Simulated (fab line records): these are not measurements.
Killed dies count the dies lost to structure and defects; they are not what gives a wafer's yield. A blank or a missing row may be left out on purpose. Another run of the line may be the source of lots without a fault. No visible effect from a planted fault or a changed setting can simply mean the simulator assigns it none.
fab line records | flow n5_finfet
[record] lots = 5 wafers = 15 last_day = 18
route steps=1938 shown TV_LITHO@1876 TV_OPEN@1887 PAD_METAL@1893 PASSIVATION@1897
lots that met no fault: from a run of the same line without faults
start_h: hours from the record's opening day to when the first of the lot's shown wafers began | wait_h: hours elapsed since this lot's preceding step | " same as the row above | L1.1+2: one row covering several wafers at once | - value missing, or start not given | * or withheld: withheld | < > ~ a bound
route shown NAME@n: a module of which the file shows steps, and the number in the route of the first | usual: mean/standard deviation taken from wafers without a fault | same: alike in all rows | chamber/n: place in a boat | sites: readings site by site | _std_site: their standard deviation | _edge_site: mean of outer sites minus mean of inner sites | radius_mm: for every site, how far away it sits from the centre of the wafer | mask NAME#n: copy n | behind: the last tool/chamber to shape the wafer | hold: what put the lot on hold/how long, in hours/how the hold closed | device: the transistor (n, p or np) that didn't switch | end of line: the route-end tests of the same wafers | where a step has no rows: the recipe by itself | killed: dies lost to structure and defects at the first sort, not the wafer's yield | map: shows each die of a wafer: x if killed, . if not, _ if none is there
set.NAME: setting as actually run; set.NAME@STEP: the setting as run at that earlier step | model.NAME: the simulator's own value behind a step, which no gauge read
lots at selected steps of the route; one table per step, one row per wafer
services: the hour from which a tool's chamber was out of use, counted from the record's first day as start_h (under 0 if before that day), plus the number of hours and why
[[steps]]
[step N5_PASSIVATION_COAT_04]
[recipe] spin_rpm = * resist_thk_nm = *
[step N5_PASSIVATION_EBR_06]
[recipe] solvent = PGMEA ebr_width_mm = 1.5
[step N5_PASSIVATION_SOFTBAKE_05]
[recipe] temp_c = 100 time_s = 90
[step N5_PASSIVATION_EXPOSE_07]
[recipe] mask_id = TV na = 0.55 source_shape = conventional sigma_outer = 0.8 polarization = unpolarized defocus_nm = 0 target_cd_nm = 3000 dose_mj = 22.75
[step N5_PASSIVATION_PEB_08]
[recipe] peb_temp_c = withheld peb_time_s = *
[step N5_PASSIVATION_DEVELOP_09]
[recipe] develop_time_s = 60 rinse_liquid = diw dry = air_spin dev_temp_c = 21
[step N5_PASSIVATION_HARDBAKE_11]
[recipe] temp_c = 130 time_s = 120
[step N5_PASSIVATION_CD_MEAS_10]
[recipe] target_cd_nm = 3000 landing_energy_ev = 500 detector = se_inlens
[usual] cd_nm = 2998.6/2.1
// columns lot.wafer tool chamber start_h wait_h cd_nm
L811.1 cd_sem-02 0 280.49 - 3000.7
L811.2 " 0 " " 2999.9
L811.6 " 0 " " 2999.2
L819.2 cd_sem-01 0 330.72 - 2999.2
L819.4 " 0 " " 2998.3
L819.5 " 0 " " 2998.0
L822.1 cd_sem-01 0 342.89 - 3002.2
L822.3 " 0 " " 2999.9
L822.4 " 0 " " 3000.0
L828.3 cd_sem-03 0 375.65 - 2995.1
L828.4 " 0 " " 3000.8
L828.6 " 0 " " 2998.6
L829.3 cd_sem-03 0 417.71 - 2995.4
L829.4 " 0 " " 3000.0
L829.5 " 0 " " 2998.4
[step N5_PASSIVATION_OVL_MEAS_60]
[recipe] points_per_wafer = 44
[usual] TV_OVL = -2/5.3
// columns lot.wafer tool chamber start_h wait_h TV_OVL[nm]
L811.1 overlay-02 0 280.52 0.0 3
L811.2 " 0 " " 4
L811.6 " 0 " " -3
L819.2 overlay-01 0 330.75 0.0 -2
L819.4 " 0 " " -2
L819.5 " 0 " " -7
L822.1 overlay-01 0 342.94 0.0 -3
L822.3 " 0 " " -2
L822.4 " 0 " " -9
L828.3 overlay-01 0 375.68 0.0 0
L828.4 " 0 " " 8
L828.6 " 0 " " 5
L829.3 overlay-02 0 417.74 0.0 1
L829.4 " 0 " " 0
L829.5 " 0 " " -3
[step N5_PASSIVATION_INSPECT_61]
[recipe] mode = adi inspect_instrument = macro
[usual] raw_defect_count = 2.0/1.3
// columns lot.wafer tool chamber start_h wait_h raw_defect_count
L811.1 defect_inspect-02 - 280.54 0.0 2
L811.2 " - " " 2
L811.6 " - " " 1
L819.2 defect_inspect-01 - 330.78 0.0 5
L819.4 " - " " 1
L819.5 " - " " 1
L822.1 defect_inspect-02 - 342.96 0.0 2
L822.3 " - " " 4
L822.4 " - " " 4
L828.3 defect_inspect-01 - 375.70 0.0 1
L828.4 " - " " 0
L828.6 " - " " 1
L829.3 defect_inspect-01 - 417.77 0.0 0
L829.4 " - " " 1
L829.5 " - " " 4
[step N5_PASSIVATION_DESCUM_12]
[recipe] chemistry = O2 time_s = 7.9 source_power_w = 50 bias_power_w = 20 pressure_mtorr = 20 rf_frequency_hz = 2.712e+07 temp_c = 40 o2_flow_sccm = 225
[step N5_PASSIVATION_PASS_ETCH_74]
[recipe] chemistry = CF4/O2 target = SiNx target_depth_a = 2200 time_s = 110 ion_energy_ev = 100 pressure_mtorr = 40 source_w = 535 bias_w = 49 Ar_flow_sccm = 100 cf4_flow_sccm = 100 O2_flow_sccm = 10
[step N5_PASSIVATION_VIA_ETCH_13]
[recipe] chemistry = CHF3/O2 target = SiO2 target_depth_a = 6600 CHF3_flow_sccm = 50 O2_flow_sccm = 5 Ar_flow_sccm = 200 time_s = 330 mask_material = PR pressure_mtorr = 30 source_w = 650 bias_w = 170 ion_energy_ev = 200 ends = cleared
[usual] drypump_motor_current_A = 5.7/0.39 etch_rf_on_time_s = 236/5.6 oes_product_au = 0.71/0.082 rf_vpp_V = 521/8.3 showerhead_plenum_p_Torr = 2.41/0.083 throttle_valve_pct = 18.85/0.23
// columns lot.wafer tool chamber start_h wait_h drypump_motor_current_A etch_rf_on_time_s oes_product_au rf_hours_counter_h rf_vpp_V showerhead_plenum_p_Torr throttle_valve_pct
L811.1 rie_diel-02 2 281.14 0.0 5.7 237 0.62 227 517 2.46 18.97
L811.2 " 1 " " 5.2 237 0.66 197 509 2.30 18.61
L811.6 " 2 " " 5.8 237 0.62 - 517 2.46 18.99
L819.2 rie_diel-02 2 331.14 0.0 5.8 235 0.62 242 518 2.45 19.01
L819.4 " 1 " " 5.2 240 0.64 212 508 2.29 18.63
L819.5 " 2 " " 5.8 246 0.62 - 518 2.45 19.00
L822.1 rie_diel-06 2 344.31 0.0 5.2 228 0.62 247 527 2.48 19.29
L822.3 " 0 " " 5.9 227 0.79 45 517 2.35 18.69
L822.4 " 1 " " 5.5 228 0.82 30 529 2.37 18.56
L828.3 rie_diel-01 3 375.92 0.0 5.9 239 0.70 153 520 2.50 18.83
L828.4 " 2 " " 5.6 240 0.62 228 519 2.39 18.77
L828.6 " 0 " " 5.4 240 0.68 - 526 2.42 19.21
L829.3 rie_diel-01 3 418.06 0.0 5.9 239 0.69 163 520 2.49 18.84
L829.4 " 0 " " 5.4 234 0.67 148 525 2.41 19.23
L829.5 " 3 " " 5.9 244 0.69 - 519 2.49 18.86
[step N5_PASSIVATION_STRIP_14]
[recipe] chemistry = O2 power_w = 600 temp_c = 60 pressure_mtorr = 30 rf_frequency_hz = 6e+07 bias_power_w = 0 overash_fraction = 0.5 o2_flow_sccm = 225
[step N5_PASSIVATION_ETCH_15]
[recipe] chemistry = CF4/N2 target = SiCN target_depth_a = 750 taper_deg = 2 time_s = 81.2 ion_energy_ev = 150 mask_material = SiNx pressure_mtorr = 40 source_w = 430 bias_w = 70 Ar_flow_sccm = 100 cf4_flow_sccm = 60 n2_flow_sccm = 60
[usual] drypump_motor_current_A = 5.7/0.39 oes_product_au = 0.79/0.09 rf_vpp_V = 382.4/2 showerhead_plenum_p_Torr = 2.20/0.074 throttle_valve_pct = 15.40/0.22
// columns lot.wafer tool chamber start_h wait_h drypump_motor_current_A oes_product_au rf_hours_counter_h rf_vpp_V showerhead_plenum_p_Torr throttle_valve_pct
L811.1 rie_diel-02 2 - - 5.8 0.70 227 382.7 2.26 15.63
L811.2 " 1 " " 5.2 0.73 197 380.5 2.10 15.24
L811.6 " 2 " " 5.8 0.69 - 383.1 2.26 15.64
L819.2 rie_diel-02 2 - - 5.8 0.68 243 384.6 2.26 15.66
L819.4 " 1 " " 5.2 0.71 212 380.7 2.10 15.27
L819.5 " 2 " " 5.8 0.68 - 383.6 2.26 15.67
L822.1 rie_diel-06 2 - - 5.2 0.68 247 383.3 2.27 15.85
L822.3 " 0 " " 5.9 0.86 45 381.2 2.15 15.19
L822.4 " 1 " " 5.4 0.91 30 380.6 2.16 15.06
L828.3 rie_diel-01 3 - - 5.9 0.77 153 385.8 2.29 15.40
L828.4 " 2 " " 5.6 0.70 228 382.1 2.19 15.38
L828.6 " 0 " " 5.4 0.75 - 383.1 2.21 15.77
L829.3 rie_diel-01 3 - - 5.9 0.76 163 384.8 2.28 15.44
L829.4 " 0 " " 5.4 0.74 148 382.9 2.20 15.77
L829.5 " 3 " " 5.9 0.77 - 384.1 2.28 15.44
[step N5_PASSIVATION_STRIP_73]
[recipe] chemistry = post_etch_residue_remover time_s = 60 temp_c = 25 remover_ph = withheld remover_water_wt_pct = withheld remover_fluoride_wt_pct = withheld
[step N5_PASSIVATION_SRD_17]
[recipe] time_s = 30 temp_c = 23 rinse_liquid = diw dry = n2_spin spin_rpm = 1500 dry_time_s = 30
[step N5_PASSIVATION_DEGAS_18]
[recipe] ambient = vacuum temp_c = 300 time_s = 60
[usual] heater_power_w = 459/63 susceptor_temp_C = 299.94/0.2
// columns lot.wafer tool chamber start_h wait_h heater_power_w susceptor_temp_C
L811.1 pvd_sputter-01 - 281.79 0.3 490 300.04
L811.2 " - " " 465 300.04
L811.6 " - " " 414 300.13
L819.2 pvd_sputter-03 - 331.76 0.2 426 299.99
L819.4 " - " " 453 300.12
L819.5 " - " " 443 299.98
L822.1 pvd_sputter-02 - 345.22 0.5 581 300.34
L822.3 " - " " 341 299.84
L822.4 " - " " 478 300.35
L828.3 pvd_sputter-01 - 376.68 0.4 460 299.99
L828.4 " - " " 468 300.12
L828.6 " - " " 483 299.84
L829.3 pvd_sputter-01 - 418.70 0.2 480 300.07
L829.4 " - " " 477 299.60
L829.5 " - " " 481 299.85
[step N5_PASSIVATION_PRE_CLEAN_19]
[recipe] gas = H2/He time_s = * temp_c = *
[usual] heater_power_w = 460/64 susceptor_temp_C = *
// columns lot.wafer tool chamber start_h wait_h heater_power_w susceptor_temp_C
L811.1 pvd_sputter-01 - 281.83 0.0 500 *
L811.2 " - " " 452 *
L811.6 " - " " 404 *
L819.2 pvd_sputter-03 - 331.80 0.0 426 *
L819.4 " - " " 451 *
L819.5 " - " " 446 *
L822.1 pvd_sputter-02 - 345.26 0.0 599 *
L822.3 " - " " 351 *
L822.4 " - " " 472 *
L828.3 pvd_sputter-01 - 376.72 0.0 463 *
L828.4 " - " " 479 *
L828.6 " - " " 481 *
L829.3 pvd_sputter-01 - 418.74 0.0 486 *
L829.4 " - " " 482 *
L829.5 " - " " 476 *
[step N5_PASSIVATION_SPUTTER_20]
[recipe] material = TaN target_thk_a = 500 temp_c = 25 chamber_pressure_pa = 0.4
[step N5_PASSIVATION_AL_DEP_21]
[recipe] material = Al target_thk_a = 28000 temp_c = 400 time_s = 170 power_w = 30000 chamber_pressure_pa = 0.4 gas = Ar
[usual] substrate_temp_c = 400.01/0.22 susceptor_temp_C = 399.99/0.21 throttle_valve_pct = 29.9/1
// columns lot.wafer tool chamber start_h wait_h substrate_temp_c susceptor_temp_C throttle_valve_pct
L811.1 pvd_sputter-01 - 281.97 0.1 399.64 400.05 29.6
L811.2 " - " " 400.51 400.06 28.5
L811.6 " - " " 400.46 400.20 30.0
L819.2 pvd_sputter-03 - 331.94 0.1 399.98 400.24 30.2
L819.4 " - " " 400.06 400.18 30.2
L819.5 " - " " 399.85 400.04 30.1
L822.1 pvd_sputter-02 - 345.40 0.1 399.68 399.54 30.2
L822.3 " - " " 399.91 399.96 30.7
L822.4 " - " " 400.08 400.09 29.7
L828.3 pvd_sputter-01 - 376.86 0.1 399.64 399.77 28.4
L828.4 " - " " 400.30 400.18 28.6
L828.6 " - " " 400.05 399.91 29.3
L829.3 pvd_sputter-01 - 418.88 0.1 400.28 400.04 29.2
L829.4 " - " " 400.17 399.81 28.5
L829.5 " - " " 399.91 399.95 28.5
[step N5_PASSIVATION_HMDS_23]
[recipe] time_s = 60 temp_c = 120
[step N5_PASSIVATION_COAT_24]
[recipe] spin_rpm = 3000 resist_thk_nm = withheld
[step N5_PASSIVATION_EBR_26]
[recipe] solvent = PGMEA ebr_width_mm = 1.5
[step N5_PASSIVATION_SOFTBAKE_25]
[recipe] temp_c = 100 time_s = 90
[step N5_PASSIVATION_EXPOSE_27]
[recipe] mask_id = PAD na = 0.55 source_shape = conventional sigma_outer = 0.8 polarization = unpolarized defocus_nm = 0 dose_mj = 32.3
[step N5_PASSIVATION_PEB_28]
[recipe] peb_temp_c = withheld peb_time_s = *
[step N5_PASSIVATION_DEVELOP_29]
[recipe] develop_time_s = 60 rinse_liquid = diw dry = air_spin dev_temp_c = 21
[step N5_PASSIVATION_HARDBAKE_31]
[recipe] temp_c = 130 time_s = 120
[step N5_PASSIVATION_CD_MEAS_30]
[recipe] target_cd_nm = 4000 landing_energy_ev = 500 detector = se_inlens polarity = opening
[usual] cd_nm = 4000.7/2.3
// columns lot.wafer tool chamber start_h wait_h cd_nm
L811.1 cd_sem-01 0 282.56 - 4001.2
L811.2 " 0 " " 4004.4
L811.6 " 0 " " 4002.5
L819.2 cd_sem-01 0 332.54 - 4000.4
L819.4 " 0 " " 4003.0
L819.5 " 0 " " 4002.8
L822.1 cd_sem-03 0 345.87 - 3998.0
L822.3 " 0 " " 3994.5
L822.4 " 0 " " 4000.1
L828.3 cd_sem-01 0 377.46 - 4003.0
L828.4 " 0 " " 4002.6
L828.6 " 0 " " 4004.1
L829.3 cd_sem-02 0 419.36 - 4001.4
L829.4 " 0 " " 4001.5
L829.5 " 0 " " 4000.6
[step N5_PASSIVATION_OVL_MEAS_63]
[recipe] points_per_wafer = 44
[usual] PAD_OVL = 2/5.4
// columns lot.wafer tool chamber start_h wait_h PAD_OVL[nm]
L811.1 overlay-02 0 282.59 0.0 0
L811.2 " 0 " " 5
L811.6 " 0 " " 6
L819.2 overlay-01 0 332.57 0.0 3
L819.4 " 0 " " 4
L819.5 " 0 " " -2
L822.1 overlay-01 0 345.90 0.0 -1
L822.3 " 0 " " -7
L822.4 " 0 " " -2
L828.3 overlay-02 0 377.49 0.0 4
L828.4 " 0 " " 3
L828.6 " 0 " " 6
L829.3 overlay-02 0 419.39 0.0 2
L829.4 " 0 " " 3
L829.5 " 0 " " 7
[step N5_PASSIVATION_DESCUM_32]
[recipe] chemistry = O2 time_s = 7.9 source_power_w = 50 bias_power_w = 20 pressure_mtorr = 20 rf_frequency_hz = 2.712e+07 temp_c = 40 o2_flow_sccm = 225
[usual] drypump_motor_current_A = 5.9/0.47 oes_product_au = 0.83/0.081 rf_vpp_V = 243.7/1.4 showerhead_plenum_p_Torr = 2.13/0.066 throttle_valve_pct = 20.36/0.27
// columns lot.wafer tool chamber start_h wait_h drypump_motor_current_A oes_product_au rf_hours_counter_h rf_vpp_V showerhead_plenum_p_Torr throttle_valve_pct
L811.1 rie_diel-05 0 282.65 0.0 6.6 0.78 142 244.9 2.18 20.51
L811.2 " 3 " " 5.7 0.67 250 242.5 2.07 20.56
L811.6 " 1 " " 5.6 0.68 - 241.4 1.95 20.30
L819.2 rie_diel-05 3 332.63 0.0 5.7 0.96 9 241.0 2.07 20.24
L819.4 " 1 " " 5.6 0.98 1 245.1 2.21 20.08
L819.5 " 3 " " 5.7 0.96 - 242.7 2.07 20.24
L822.1 rie_diel-04 3 345.95 0.0 5.7 0.86 50 243.2 2.14 20.48
L822.3 " 0 " " 6.4 0.88 44 243.7 2.13 20.79
L822.4 " 1 " " 6.1 0.80 121 243.3 2.09 20.25
L828.3 rie_diel-05 0 377.58 0.1 6.6 0.75 - 243.9 2.16 20.55
L828.4 " 3 " " 5.7 0.91 - 242.6 2.07 20.26
L828.6 " 0 " " 6.6 0.75 - 244.6 2.16 20.54
L829.3 rie_diel-04 0 419.44 0.0 6.4 0.84 66 245.0 2.12 20.82
L829.4 " 1 " " 6.1 0.77 146 243.5 2.08 20.27
L829.5 " 0 " " 6.4 0.85 - 242.1 2.12 20.81
[step N5_PASSIVATION_AL_ETCH_33]
[recipe] chemistry = Cl2/BCl3 target_depth_a = 28000 over_etch_frac = 0.15 Cl2_flow_sccm = 180 bcl3_flow_sccm = 60 target = Al stop_on = TaN time_s = 466.7 ion_energy_ev = 100 pressure_mtorr = 10 icp_w = 900 bias_w = 100
[step N5_PASSIVATION_ETCH_59]
[recipe] chemistry = Cl2/BCl3 target = TaN target_depth_a = 650 time_s = 34.9 ion_energy_ev = 100 pressure_mtorr = 10 icp_w = 900 bias_w = 100 Cl2_flow_sccm = 60 bcl3_flow_sccm = 30
[step N5_PASSIVATION_STRIP_34]
[recipe] chemistry = O2 power_w = 600 temp_c = 60 pressure_mtorr = 30 rf_frequency_hz = 6e+07 bias_power_w = 0 overash_fraction = 2 o2_flow_sccm = 225
[step N5_PASSIVATION_STRIP_51]
[recipe] chemistry = post_etch_residue_remover time_s = 1200 temp_c = 72.5
[step N5_PASSIVATION_CLEAN_69]
[recipe] chemistry = IPA time_s = 180 temp_c = 25
[step N5_PASSIVATION_SRD_70]
[recipe] dry = ipa_marangoni time_s = 30 temp_c = 23 rinse_liquid = diw
[step N5_PASSIVATION_PECVD_53]
[recipe] material = SiO2 target_thk_a = 8000 temp_c = 400 precursor = TEOS/O2 pressure_torr = 6.5 rf_w = withheld teos_flow_sccm = withheld gas = O2 flow_sccm = 2650 time_s = 169.4
[step N5_PASSIVATION_PECVD_35]
[recipe] material = SiNx target_thk_a = 7000 temp_c = 400 precursor = SiH4/NH3/N2 pressure_torr = 4.9 rf_w = 1406 time_s = 151.3
[step N5_PASSIVATION_HMDS_37]
[recipe] time_s = 60 temp_c = 120
[step N5_PASSIVATION_PROBE_49]
[usual] defect_limited_yield = 91.4/1.5 killed_at_M0_to_M3 = 35/11 killed_at_M4_up = 16/7 killed_at_contacts = 11/5.3 killed_at_front_end = 37/11 killed_at_other = 3.1/2.8 killed_dies = 102/18 killed_open = 69/15 killed_short = 31/7.8 sort_bin_5_function = 5.1/1.1 sort_bin_6_memory = 3.2/0.69 sort_n_pass = 1078/18 sort_yield_pct = 91.4/1.5
[same] gross_dies = 1180 killed_at_back_side = 0 sort_bin_4_leakage[%] = 0 sort_bin_8_speed[%] = 0
// columns lot.wafer tool chamber start_h wait_h defect_limited_yield[%] killed_at_M0_to_M3 killed_at_M4_up killed_at_contacts killed_at_front_end killed_at_other killed_dies killed_open killed_short sort_bin_5_function[%] sort_bin_6_memory[%] sort_n_pass sort_yield_pct[%]
L811.1 prober-01 - 287.63 0.0 93.1 31 12 6 29 3 81 53 25 3.5 3.3 1099 93.1
L811.2 prober-01 - 287.68 0.1 90.0 51 9 8 45 5 118 75 43 6.6 3.0 1062 90.0
L811.6 prober-01 - 287.88 0.3 93.0 30 12 4 34 3 83 59 23 3.9 2.8 1097 93.0
L819.2 prober-01 - 337.55 0.1 92.3 20 22 7 41 1 91 61 30 4.5 2.7 1089 92.3
L819.4 prober-01 - 337.65 0.2 80.5 32 10 10 34 144 230 58 32 11.6 4.8 950 80.5
L819.5 prober-01 - 337.70 0.2 94.3 23 11 13 18 2 67 39 26 3.0 2.4 1113 94.3
L822.1 prober-02 - 350.79 0.0 90.0 55 24 5 31 3 118 90 28 5.9 3.7 1062 90.0
L822.3 prober-02 - 350.89 0.1 90.3 45 22 14 30 3 114 82 30 5.6 3.9 1066 90.3
L822.4 prober-02 - 350.94 0.2 91.5 36 26 13 22 3 100 67 33 4.7 3.6 1080 91.5
L828.3 prober-02 - 382.52 0.1 91.2 34 7 20 43 0 104 73 30 5.7 3.1 1076 91.2
L828.4 prober-02 - 382.57 0.2 89.7 36 27 19 40 0 122 85 34 5.3 4.5 1058 89.7
L828.6 prober-02 - 382.67 0.3 90.5 34 27 10 41 0 112 88 17 5.4 3.6 1068 90.5
L829.3 prober-02 - 424.48 0.1 93.3 26 11 12 26 4 79 43 33 3.2 3.1 1101 93.3
L829.4 prober-02 - 424.53 0.2 93.2 30 10 2 35 3 80 49 27 3.3 2.8 1100 93.2
L829.5 prober-02 - 424.58 0.2 95.0 17 9 13 15 5 59 45 14 3.1 1.8 1121 95.0
// killed by level:class
L811.1 BEOL_M0_SAQP:geometric_particle:open=12 BEOL_M0_SAQP:geometric_particle:short=8 MOL_CONTACT_COAG:geometric_particle:open=6 FIN_SAQP:geometric_particle:open=5 FIN_SAQP:geometric_particle:short=5 STI_FIN_REVEAL:geometric_particle:open=4 BEOL_M5:geometric_particle:open=4 DUMMY_GATE:geometric_particle:open=3
L811.2 BEOL_M0_SAQP:geometric_particle:short=12 BEOL_M0_SAQP:geometric_particle:open=11 BEOL_M0:geometric_particle:open=8 MOL_CONTACT_COAG:geometric_particle:open=7 BEOL_M3:geometric_particle:open=7 BEOL_M2:geometric_particle:open=6 FIN_SAQP:geometric_particle:open=5 FIN_SAQP:geometric_particle:short=5
L811.6 BEOL_M2:geometric_particle:open=9 BEOL_M3:geometric_particle:open=8 FIN_SAQP:geometric_particle:short=6 GATE_CUT:geometric_particle:short=6 GATE_CUT:geometric_particle:open=6 DUMMY_GATE:geometric_particle:open=5 BEOL_M0_SAQP:geometric_particle:open=5 BEOL_M6:geometric_particle:open=5
L819.2 FIN_SAQP:geometric_particle:open=12 BEOL_M4:geometric_particle:open=10 FIN_SAQP:geometric_particle:short=7 BEOL_M2:geometric_particle:open=7 MOL_CONTACT_COAG:geometric_particle:open=4 DUMMY_GATE:geometric_particle:open=3 SPACER0:geometric_particle:short=3 MOL_CONTACT_COAG:geometric_particle:short=3
L819.4 TV_OPEN:unspecified=138 FIN_SAQP:geometric_particle:short=12 MOL_CONTACT_COAG:geometric_particle:open=10 FIN_SAQP:geometric_particle:open=8 BEOL_M2:geometric_particle:open=8 STI_FIN_REVEAL:geometric_particle:open=5 BEOL_M0_SAQP:geometric_particle:open=5 BEOL_M3:geometric_particle:open=5
L819.5 MOL_CONTACT_COAG:geometric_particle:open=10 FIN_SAQP:geometric_particle:short=5 FIN_SAQP:geometric_particle:open=5 BEOL_M0:geometric_particle:open=4 BEOL_M1:geometric_particle:open=4 BEOL_M2:geometric_particle:short=4 GATE_CUT:geometric_particle:short=3 MOL_CONTACT_COAG:geometric_particle:short=3
L822.1 BEOL_M1:geometric_particle:open=21 BEOL_M4:geometric_particle:open=16 BEOL_M3:geometric_particle:open=14 STI_FIN_REVEAL:geometric_particle:open=8 BEOL_M0_SAQP:geometric_particle:short=6 FIN_SAQP:geometric_particle:short=5 BEOL_M0_SAQP:geometric_particle:open=5 DUMMY_GATE:geometric_particle:open=4
L822.3 BEOL_M4:geometric_particle:open=13 BEOL_M2:geometric_particle:open=11 MOL_CONTACT_COAG:geometric_particle:open=10 FIN_SAQP:geometric_particle:open=9 BEOL_M0_SAQP:geometric_particle:short=8 BEOL_M1:geometric_particle:open=8 BEOL_M3:geometric_particle:open=7 BEOL_M0_SAQP:geometric_particle:open=5
L822.4 BEOL_M4:geometric_particle:open=13 MOL_CONTACT_COAG:geometric_particle:open=11 FIN_SAQP:geometric_particle:short=7 BEOL_M1:geometric_particle:open=7 BEOL_M3:geometric_particle:open=7 BEOL_M0_SAQP:geometric_particle:short=6 BEOL_M0_SAQP:geometric_particle:open=5 BEOL_M5:geometric_particle:open=5
L828.3 MOL_CONTACT_COAG:geometric_particle:open=18 STI_FIN_REVEAL:geometric_particle:open=15 BEOL_M0_SAQP:geometric_particle:short=10 BEOL_M3:geometric_particle:open=10 BEOL_M1:geometric_particle:open=7 STI_FIN_REVEAL:geometric_particle:short=4 ILD0:geometric_particle:short=4 GATE_CUT:geometric_particle:open=4
L828.4 BEOL_M4:geometric_particle:open=17 MOL_CONTACT_COAG:geometric_particle:open=15 STI_FIN_REVEAL:geometric_particle:open=13 BEOL_M2:geometric_particle:open=8 BEOL_M3:geometric_particle:open=6 BEOL_M0_SAQP:geometric_particle:open=5 BEOL_M1:geometric_particle:open=5 FIN_SAQP:geometric_particle:open=4
L828.6 STI_FIN_REVEAL:geometric_particle:open=13 BEOL_M4:geometric_particle:open=13 MOL_CONTACT_COAG:geometric_particle:open=9 BEOL_M5:geometric_particle:open=8 DUMMY_GATE:geometric_particle:open=7 BEOL_M0_SAQP:geometric_particle:open=7 BEOL_M2:geometric_particle:open=7 BEOL_M1:geometric_particle:open=7
L829.3 MOL_CONTACT_COAG:geometric_particle:open=10 FIN_SAQP:geometric_particle:short=7 STI_FIN_REVEAL:geometric_particle:open=4 BEOL_M0_SAQP:geometric_particle:short=4 BEOL_M1:geometric_particle:short=4 BEOL_M2:geometric_particle:open=4 BEOL_M4:geometric_particle:short=4 FIN_SAQP:geometric_particle:open=3
L829.4 BEOL_M1:geometric_particle:open=8 FIN_SAQP:geometric_particle:open=6 STI_FIN_REVEAL:geometric_particle:open=6 BEOL_M0_SAQP:geometric_particle:open=6 BEOL_M0_SAQP:geometric_particle:short=6 STARTING-WAFER:geometric_particle:short=5 BEOL_M5:geometric_particle:open=4 FIN_SAQP:geometric_particle:short=3
L829.5 MOL_CONTACT_COAG:geometric_particle:open=13 STI_FIN_REVEAL:geometric_particle:open=7 BEOL_M0_SAQP:geometric_particle:short=7 BEOL_M5:geometric_particle:open=7 BEOL_M0_SAQP:geometric_particle:open=4 BEOL_M3:geometric_particle:open=3 DUMMY_GATE:geometric_particle:open=2 PASS1_CAP:geometric_particle:short=2
// map L819.4 (x killed, . not)
_________________............________________
______________.................._____________
___________.........x..x...........__________
__________..........x..............._________
________............x........x........_______
_______.......................x......x.______
______......x.........x................._____
_____............................x...x...____
____...xx...x...x..x......................___
___...........x....x.......x.....xx.x......__
___................x.....x..x..............__
__.........................x................_
__...............x.....x.x.....x............_
_x.......................x................x..
_.................x.........x..............x.
_............................................
_..............x.......x....x...............x
_.................x...x.................x..x.
_...x..x.x.........xxxx....x.........x.x.....
_.x............xx.xxxxxxx.....x.x......x.....
_x..x..x.....xx.xxxxxxxxxx...................
__......x...x.xxxxxxxxxxxxxxx..............._
__..x.......xxxxxxxxxxxxxxx.......xx.......x_
___.....x..x.xxxxxxxxxxxxxxx....x.....x....__
___...........xxxxxxxxxxxxx...............x__
____......x..xxxxxxxxxxxxxx.x.x...........___
_____.x.....xxxxxxxxxxxxxxx..............____
______.....x.xx.xxxx.xxxxx.............._____
_______......x...xxxxxx..x.....x...xx..______
________..x...x..xx.xxx.x.x.....x..xx._______
__________x........x..x.......x....._________
___________..x...................x.__________
______________.....x..xxx.....x._____________
_________________............________________
// map L811.2 (x killed, . not)
_________________x.....x.....________________
______________....x....x........_____________
___________...x.x..................__________
__________x........................._________
________........x.x........x.........._______
_______x............x...x..............______
______...............x..x..............x_____
_____....................x.....x.........____
____........x.............................___
___..x...x.....................x...x.....x.__
___..x........x..x........x.............x..__
__....x....xxx........x.x..................._
__x...............xx...x.......x....x....x.._
_xxx....x.................x.x................
_.....x......................x...............
_.................xx............x.........x..
_......x........x....x..........x...x.x......
_.............x..............................
_...x.......x.........x...............x......
_.................................x..........
_.........x.x..........x.x........xx.........
__..x....x....x...x..........x...x.x.......x_
__.................................x.......x_
___x..x........x........x.........x...x....__
___.x....x...x.x.x....x..................x.__
____x...........x.........................___
_____..........x................xx.x.....____
______........x................x........_____
_______...x...x.x.............x........______
________x.................x........x.._______
__________x..x.......x.............._________
___________..............x........x__________
______________..x..............._____________
_________________.......x.x..________________
[[services]]
// columns tool chamber start_h hours kind
rie_diel-04 1 270.31 3.5 repair
rie_diel-01 1 306.06 3.2 repair
rie_diel-05 2 309.40 3.4 repair
pvd_sputter-03 - 313.96 11.4 repair
rie_diel-01 2 317.52 13.2 repair
rie_diel-05 3 320.86 5.4 repair
rie_diel-06 1 324.83 6.5 repair
rie_diel-06 0 329.54 6.8 repair
rie_diel-01 - 331.02 28.1 pm
pvd_sputter-01 - 331.34 3.0 repair
pvd_sputter-01 - 337.39 1.7 repair
rie_diel-02 3 337.71 39.6 repair
rie_diel-06 1 347.24 8.0 repair
rie_diel-04 0 355.13 2.6 repair
rie_diel-01 1 364.05 3.9 repair
rie_diel-02 2 370.56 11.4 repair
rie_diel-05 2 371.44 6.7 repair
rie_diel-02 0 374.23 10.2 repair
rie_diel-05 1 376.36 4.9 repair
rie_diel-01 3 376.43 7.4 repair
rie_diel-06 2 390.90 3.9 repair
rie_diel-01 - 407.84 3.0 repair
pvd_sputter-02 - 412.47 7.2 repair
rie_diel-05 3 417.28 12.7 repair
[[key]]
[first_sign] step = N5_PASSIVATION_PROBE_49 reading = killed_at_other direction = up sigmas = 50 usual = 3.1 struck = 144
[effect] step = N5_PASSIVATION_PROBE_49 reading = defect_limited_yield direction = down sigmas = 7 usual = 91.4 struck = 80.5
[more_kills_born_at] N5_PASSIVATION_VIA_ETCH_13@rie_diel-02 = 138
met_at N5_PASSIVATION_VIA_ETCH_13
struck_wafers L819.4
onset_between 281.14 331.14
[fault] kind = chamber_particle_source tool = rie_diel-02 chamber = 1 onset_h = 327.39 steps = N5_PASSIVATION_VIA_ETCH_13 rate_per_visit_cm2 = 1.2363 end_h = 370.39
